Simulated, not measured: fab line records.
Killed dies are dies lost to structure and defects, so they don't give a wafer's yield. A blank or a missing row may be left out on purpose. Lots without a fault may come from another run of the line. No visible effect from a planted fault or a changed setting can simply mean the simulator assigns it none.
A single fault, viewed from 2 desks -- flow n5Finfet -- each desk holds nothing but its own numbers, with what lay behind them at the end

THE METROLOGY DESK
Means of the sampled wafers that have a number, per lot and without regard to the tool the lot ran on: this is what the gauges read. The brackets show how far a lot's mean lies from the usual mean; more than 4 standard deviations puts the lot out of limits, marked OUT.
Columns: A = M9_RS at N5_BEOL_M9_RS_MEAS_57, usual 0.150 ohm/sq
lot,first seen here,A
L612,day 9 18:43,0.149
L611,day 10 00:54,0.150
L614,day 10 21:56,0.151
L616,day 11 20:55,0.154
L619,day 12 00:25,0.156
L618,day 12 05:12,0.154
L620,day 12 18:11,0.151
L622,day 13 05:15,0.149
L626,day 13 19:47,0.148
L629,day 15 00:53,0.154
L633,day 15 12:57,0.150
L632,day 15 17:29,0.151
This desk's finding: nothing out of limits on any of the 12 lots.

AT THE TOOL OWNER'S DESK: rieDiel-01
The tool's own readings at N5_BEOL_M10_ETCH_61 (etches SiARC in CF4, target depth 39 nm, time 65 s): means of the sampled wafers that have a number, for each lot that ran on this tool. The brackets show how far a lot's mean lies from the usual mean; more than 4 standard deviations puts the lot out of limits, marked OUT.
Columns: A = cf4FlowSccm at N5_BEOL_M10_ETCH_61, usual 100.0 sccm; B = drypumpMotorCurrentA at N5_BEOL_M10_ETCH_61, usual 5.6 A; C = etchRfOnTimeS at N5_BEOL_M10_ETCH_61, usual 64.9 s; D = oesProductAu at N5_BEOL_M10_ETCH_61, usual 0.69 a.u.; E = rfVppV at N5_BEOL_M10_ETCH_61, usual 184.5 V; F = showerheadPlenumPTorr at N5_BEOL_M10_ETCH_61, usual 2.17 Torr; G = throttleValvePct at N5_BEOL_M10_ETCH_61, usual 15.62 %
lot,first seen here,A,B,C,D,E,F,G
L611,day 10 03:28,99.9,5.3,63.6,0.72,184.4,2.17,15.57
L614,day 11 02:05,100.1,5.5,65.8,0.73,184.5,2.21,15.65
L616,day 11 23:28,100.1,5.4,64.9,0.67,184.7,2.17,15.74
L620,day 12 21:54,99.9,5.6,66.8,0.70,184.5,2.19,15.74
L622,day 13 06:50,100.1,5.3,64.7,0.66,184.3,2.18,15.79
L629,day 15 02:44,100.1,5.3,51.1 (-5.5) OUT,0.80,184.4,2.15,15.68
L633,day 15 14:54,99.8,5.4,52.0 (-5.1) OUT,0.82,184.9,2.22,15.72
L632,day 15 19:29,100.1,5.4,39.6 (-10) OUT,0.95,185.0,2.22,15.72
Finding of this desk: L629, L632, L633 out of limits; the first was L629 at day 15 02:44, on etchRfOnTimeS at N5_BEOL_M10_ETCH_61. In limits: L611, L614, L616, L620, L622.

PUT TOGETHER
The tool owner's desk had the chance to raise an alarm at day 15 02:44 on L629, L632, L633.
Metrology desk: nothing out of limits seen.
The metrology desk holds a record of L629, L632, L633, inside its limits.
On rieDiel-01, each named lot ran N5_BEOL_M10_ETCH_61.

WHAT THE SIMULATOR HAD PUT IN
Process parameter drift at N5_BEOL_M10_ETCH_61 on rieDiel-01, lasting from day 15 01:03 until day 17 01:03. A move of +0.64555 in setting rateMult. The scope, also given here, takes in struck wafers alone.
Struck lots among those shown: L629, L632, L633.
Time in hours from fault onset to the first out-of-limits reading at each desk: the tool owner's desk, 2.
